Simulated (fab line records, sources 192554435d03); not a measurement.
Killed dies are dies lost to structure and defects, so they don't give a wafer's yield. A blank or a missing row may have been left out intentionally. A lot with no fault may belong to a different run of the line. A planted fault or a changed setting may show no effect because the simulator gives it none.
fab line records -- flow n5-finfet -- part 2 of 2: steps 26 to 36 of 36
record lots=5, wafers=15, last-day=16
route steps=1938 shown BEOL_M2@903 BEOL_M3@931
lots that met no fault: from a run of the same line without faults
start-h: hours from the record's opening day to when the first of the lot's shown wafers began -- wait-h: how many hours have passed since the lot's step before this one -- " the same as in the row above -- L1.1+2: several wafers, shown together as one row -- - either no value or no given start -- * or withheld: withheld -- < > ~ a bound
route shown NAME@n: names a module that has steps shown in the file, with the first one's number in the route -- usual: mean/standard deviation taken from wafers without a fault -- same: alike in all rows -- chamber/n: place in a boat -- sites: the reading at each site -- _std_site: the standard deviation of these -- _edge_site: inner sites' mean taken away from outer sites' mean -- radius-mm: for every site, how far away it sits from the centre of the wafer -- mask NAME#n: copy n -- behind: the last tool/chamber to shape the wafer -- hold: why the lot went on hold/how many hours it stayed there/how the hold came to an end -- device: transistor that didn't switch, given as n, p or np -- end of line: tests run on the same wafers once the route is complete -- where a step has no rows: the recipe by itself -- killed: dies that structure and defects cost at the first sort, which is not the same as the wafer's yield -- map: shows each die of a wafer: x if killed, . if not, _ if none is there
set.NAME: the run value of the setting; set.NAME@STEP: its run value at that earlier step -- model.NAME: the simulator's own value behind a step, which no gauge read
lots seen at some steps along the route; tables by step, rows by wafer
services: the hour from which a tool's chamber was out of use, counted from the record's first day as start-h (under 0 if before that day), plus the number of hours and why
## steps
# step N5_BEOL_M2_DEP_57
# recipe material=SiCN, target-thk-a=80, temp-c=withheld, precursor=3MS/NH3, pressure-torr=3, rf-w=202, time-s=14
# usual chamber-pressure-Torr=3.000/0.0065, showerhead-plenum-p-Torr=3.659/0.018, throttle-valve-pct=9.0/0.32
lot.wafer,tool,chamber,start-h,wait-h,chamber-pressure-Torr,showerhead-plenum-p-Torr,throttle-valve-pct
L077.3,pecvd-01,2,161.24,0.0,3.003,3.659,9.1
L077.5,pecvd-01,2,161.24,0.0,3.003,3.649,9.5
L077.6,pecvd-01,1,161.24,0.0,2.994,3.664,8.7
L085.1,pecvd-02,1,205.28,0.0,3.000,3.624,8.7
L085.3,pecvd-02,0,205.28,0.0,3.001,3.674,8.7
L085.5,pecvd-02,0,205.28,0.0,3.004,3.680,8.8
L088.1,pecvd-02,1,233.57,0.0,3.004,3.631,8.9
L088.5,pecvd-02,2,233.57,0.0,2.997,3.639,9.3
L088.6,pecvd-02,1,233.57,0.0,3.003,3.629,8.9
L091.1,pecvd-04,0,250.58,0.0,2.998,3.657,9.6
L091.2,pecvd-04,1,250.58,0.0,3.003,3.685,8.8
L091.6,pecvd-04,2,250.58,0.0,2.988,3.678,8.6
L095.1,pecvd-02,0,266.55,0.0,2.999,3.686,9.0
L095.3,pecvd-02,2,266.55,0.0,3.000,3.639,9.2
L095.4,pecvd-02,1,266.55,0.0,2.998,3.635,8.6
# step N5_BEOL_M2_RS_MEAS_58
# recipe thk-meas-gauge=four-point-probe, reads=Co_of_BEOL_M2_CO_CAP_55+Cu_of_BEOL_M2_ECD_50+Co_of_BEOL_M2_CVD_47+TaN_of_BEOL_M2_ALD_84
# usual M2_RS=0.68/0.044
lot.wafer,tool,chamber,start-h,wait-h,M2_RS[ohm/sq]
L077.3,film-metro-02,-,161.31,0.1,0.66
L077.5,film-metro-02,-,161.31,0.1,0.66
L077.6,film-metro-02,-,161.31,0.1,0.70
L085.1,film-metro-02,-,205.35,0.0,0.63
L085.3,film-metro-02,-,205.35,0.0,0.70
L085.5,film-metro-02,-,205.35,0.0,0.74
L088.1,film-metro-02,-,233.64,0.0,0.70
L088.5,film-metro-02,-,233.64,0.0,0.76
L088.6,film-metro-02,-,233.64,0.0,0.70
L091.1,film-metro-01,-,250.65,0.0,0.74
L091.2,film-metro-01,-,250.65,0.0,0.63
L091.6,film-metro-01,-,250.65,0.0,0.66
L095.1,film-metro-02,-,266.62,0.0,0.65
L095.3,film-metro-02,-,266.62,0.0,0.71
L095.4,film-metro-02,-,266.62,0.0,0.67
# step N5_BEOL_M2_INSPECT_59
# recipe inspect-instrument=darkfield, mode=post-dep
# usual raw-defect-count=68/21
lot.wafer,tool,chamber,start-h,wait-h,raw-defect-count
L077.3,defect-inspect-01,-,161.34,0.0,77
L077.5,defect-inspect-01,-,161.34,0.0,66
L077.6,defect-inspect-01,-,161.34,0.0,60
L085.1,defect-inspect-02,-,205.38,0.0,79
L085.3,defect-inspect-02,-,205.38,0.0,55
L085.5,defect-inspect-02,-,205.38,0.0,73
L088.1,defect-inspect-02,-,233.66,0.0,87
L088.5,defect-inspect-02,-,233.66,0.0,99
L088.6,defect-inspect-02,-,233.66,0.0,114
L091.1,defect-inspect-02,-,250.68,0.0,66
L091.2,defect-inspect-02,-,250.68,0.0,71
L091.6,defect-inspect-02,-,250.68,0.0,42
L095.1,defect-inspect-01,-,266.65,0.0,73
L095.3,defect-inspect-01,-,266.65,0.0,55
L095.4,defect-inspect-01,-,266.65,0.0,63
# step N5_BEOL_M3_ILD_DEP_00
# recipe material=SiOC, target-thk-a=790, temp-c=350, precursor=DEMS/O2, pressure-torr=5, rf-w=500, time-s=15.3
# usual chamber-pressure-Torr=4.999/0.011, heater-power-w=482/68, showerhead-plenum-p-Torr=5.696/0.012, throttle-valve-pct=11.7/0.4
lot.wafer,tool,chamber,start-h,wait-h,chamber-pressure-Torr,heater-power-w,showerhead-plenum-p-Torr,throttle-valve-pct
L077.3,pecvd-04,0,161.37,0.0,5.000,443,5.671,12.3
L077.5,pecvd-04,1,161.37,0.0,5.003,482,5.703,11.5
L077.6,pecvd-04,0,161.37,0.0,5.002,451,5.686,12.2
L085.1,pecvd-04,2,205.41,0.0,5.003,490,5.703,11.2
L085.3,pecvd-04,0,205.41,0.0,4.998,448,5.685,12.2
L085.5,pecvd-04,0,205.41,0.0,5.014,455,5.675,12.4
L088.1,pecvd-04,0,233.70,0.0,5.011,449,5.678,12.4
L088.5,pecvd-04,2,233.70,0.0,4.987,530,5.717,11.3
L088.6,pecvd-04,0,233.70,0.0,5.006,469,5.692,12.6
L091.1,pecvd-03,1,250.71,0.0,4.998,407,5.705,11.6
L091.2,pecvd-03,0,250.71,0.0,4.997,590,5.710,11.6
L091.6,pecvd-03,2,250.71,0.0,5.007,411,5.697,11.3
L095.1,pecvd-01,2,266.68,0.0,4.993,422,5.674,11.5
L095.3,pecvd-01,1,266.68,0.0,5.002,562,5.695,11.9
L095.4,pecvd-01,1,266.68,0.0,5.010,563,5.683,11.9
# step N5_BEOL_M3_THK_MEAS_01
# recipe reads=SiOC_of_BEOL_M3_ILD_DEP_00
# usual M3_ILD_THK=79.5/1.1
lot.wafer,tool,chamber,start-h,wait-h,M3_ILD_THK[nm]
L077.3,film-metro-01,-,161.44,0.1,79.9
L077.5,film-metro-01,-,161.44,0.1,81.3
L077.6,film-metro-01,-,161.44,0.1,82.0
L085.1,film-metro-01,-,205.48,0.0,77.2
L085.3,film-metro-01,-,205.48,0.0,79.5
L085.5,film-metro-01,-,205.48,0.0,80.8
L088.1,film-metro-02,-,233.77,0.0,78.4
L088.5,film-metro-02,-,233.77,0.0,77.6
L088.6,film-metro-02,-,233.77,0.0,79.9
L091.1,film-metro-02,-,250.78,0.0,79.5
L091.2,film-metro-02,-,250.78,0.0,78.7
L091.6,film-metro-02,-,250.78,0.0,81.7
L095.1,film-metro-02,-,266.75,0.0,77.7
L095.3,film-metro-02,-,266.75,0.0,77.0
L095.4,film-metro-02,-,266.75,0.0,77.6
# step N5_BEOL_M3_PECVD_72
# recipe material=SiO2, target-thk-a=160, temp-c=400, precursor=TEOS/O2, pressure-torr=5.5, rf-w=450, teos-flow-sccm=53.8, gas=O2, flow-sccm=3000, time-s=18
# usual chamber-pressure-Torr=5.499/0.012, heater-power-w=715/93, showerhead-plenum-p-Torr=8.77/0.042, throttle-valve-pct=22.1/0.72
lot.wafer,tool,chamber,start-h,wait-h,chamber-pressure-Torr,heater-power-w,showerhead-plenum-p-Torr,throttle-valve-pct
L077.3,pecvd-03,1,161.48,0.0,5.491,693,8.78,22.2
L077.5,pecvd-03,0,161.48,0.0,5.495,884,8.84,22.1
L077.6,pecvd-03,1,161.48,0.0,5.515,694,8.79,22.1
L085.1,pecvd-03,0,205.52,0.0,5.495,784,8.82,22.2
L085.3,pecvd-03,2,205.52,0.0,5.493,694,8.77,21.2
L085.5,pecvd-03,0,205.52,0.0,5.489,751,8.79,22.3
L088.1,pecvd-03,0,233.81,0.0,5.519,907,8.82,21.9
L088.5,pecvd-03,0,233.81,0.0,5.506,888,8.80,21.5
L088.6,pecvd-03,2,233.81,0.0,5.492,727,8.75,21.3
L091.1,pecvd-01,0,250.82,0.0,5.521,613,8.74,22.6
L091.2,pecvd-01,1,250.82,0.0,5.496,834,8.75,22.4
L091.6,pecvd-01,1,250.82,0.0,5.505,790,8.75,22.0
L095.1,pecvd-04,1,266.79,0.0,5.505,761,8.83,21.5
L095.3,pecvd-04,2,266.79,0.0,5.493,629,8.83,21.2
L095.4,pecvd-04,1,266.79,0.0,5.483,746,8.85,21.7
# step N5_BEOL_M3_HM_DEP_02
# recipe material=TiN, target-thk-a=200, temp-c=25, chamber-pressure-pa=0.49996
# usual throttle-valve-pct=29.7/0.95
lot.wafer,tool,chamber,start-h,wait-h,throttle-valve-pct
L077.3,pvd-sputter-01,-,162.44,0.9,29.6
L077.5,pvd-sputter-01,-,162.44,0.9,29.1
L077.6,pvd-sputter-01,-,162.44,0.9,31.1
L085.1,pvd-sputter-03,-,207.13,1.6,29.6
L085.3,pvd-sputter-03,-,207.13,1.6,30.4
L085.5,pvd-sputter-03,-,207.13,1.6,28.1
L088.1,pvd-sputter-01,-,235.67,1.8,29.2
L088.5,pvd-sputter-01,-,235.67,1.8,30.3
L088.6,pvd-sputter-01,-,235.67,1.8,29.9
L091.1,pvd-sputter-03,-,251.52,0.7,29.6
L091.2,pvd-sputter-03,-,251.52,0.7,28.0
L091.6,pvd-sputter-03,-,251.52,0.7,30.4
L095.1,pvd-sputter-02,-,268.24,1.4,30.2
L095.3,pvd-sputter-02,-,268.24,1.4,28.6
L095.4,pvd-sputter-02,-,268.24,1.4,30.2
# step N5_BEOL_M3_COAT_61
# recipe resist=SOC, temp-c=250, time-s=60, spin-rpm=1500, resist-thk-nm=60
lot.wafer,tool,chamber,start-h,wait-h
L077.3+5+6,litho-track-01,0,162.57,0.1
L085.1+3+5,litho-track-02,0,207.25,0.1
L088.1+5+6,litho-track-03,0,235.80,0.1
L091.1+2+6,litho-track-01,0,251.65,0.1
L095.1+3+4,litho-track-02,0,268.36,0.1
# step N5_BEOL_M3_COAT_62
# recipe resist=SiARC, temp-c=220, time-s=60, spin-rpm=1500, resist-thk-nm=12
lot.wafer,tool,chamber,start-h,wait-h
L077.3+5+6,litho-track-01,0,-,-
L085.1+3+5,litho-track-02,0,-,-
L088.1+5+6,litho-track-03,0,-,-
L091.1+2+6,litho-track-01,0,-,-
L095.1+3+4,litho-track-02,0,-,-
# step N5_BEOL_M3_COAT_73
# recipe resist=underlayer, temp-c=205, time-s=60, spin-rpm=1500, resist-thk-nm=5
lot.wafer,tool,chamber,start-h,wait-h
L077.3+5+6,litho-track-01,0,-,-
L085.1+3+5,litho-track-02,0,-,-
L088.1+5+6,litho-track-03,0,-,-
L091.1+2+6,litho-track-01,0,-,-
L095.1+3+4,litho-track-02,0,-,-
# step N5_BEOL_M3_COAT_05
# recipe resist=CAR-EUV, spin-rpm=1500, resist-thk-nm=30
lot.wafer,tool,chamber,start-h,wait-h
L077.3+5+6,litho-track-01,0,-,-
L085.1+3+5,litho-track-02,0,-,-
L088.1+5+6,litho-track-03,0,-,-
L091.1+2+6,litho-track-01,0,-,-
L095.1+3+4,litho-track-02,0,-,-
## services
tool,chamber,start-h,hours,kind
cvd-co-01,-,139.71,7.2,repair
pecvd-02,-,144.81,4.3,pm
pecvd-02,-,151.90,3.1,repair
cmp-01,-,152.15,1.9,repair
pecvd-02,1,155.82,4.2,repair
pecvd-02,2,159.37,19.2,repair
pecvd-01,0,166.16,5.5,scheduled-down
cvd-co-01,2,172.27,3.8,repair
cmp-03,-,173.99,0.4,repair
cvd-co-02,0,186.21,18.0,repair
pecvd-04,1,188.30,16.5,scheduled-down
cvd-co-01,-,190.48,14.6,pm
cmp-03,-,191.08,4.0,repair
pecvd-04,-,198.97,5.5,pm
cmp-01,-,215.29,4.0,pm
pecvd-03,1,222.66,16.7,repair
cvd-co-02,-,231.40,1.2,repair
pvd-sputter-03,-,233.49,3.4,repair
rtp-anneal-02,-,235.09,4.9,pm
cmp-01,-,239.60,2.1,repair
cmp-01,-,246.61,1.4,repair
ecd-cu-02,-,247.50,1.0,repair
cmp-03,-,253.60,5.8,pm
cmp-01,-,266.43,3.2,repair
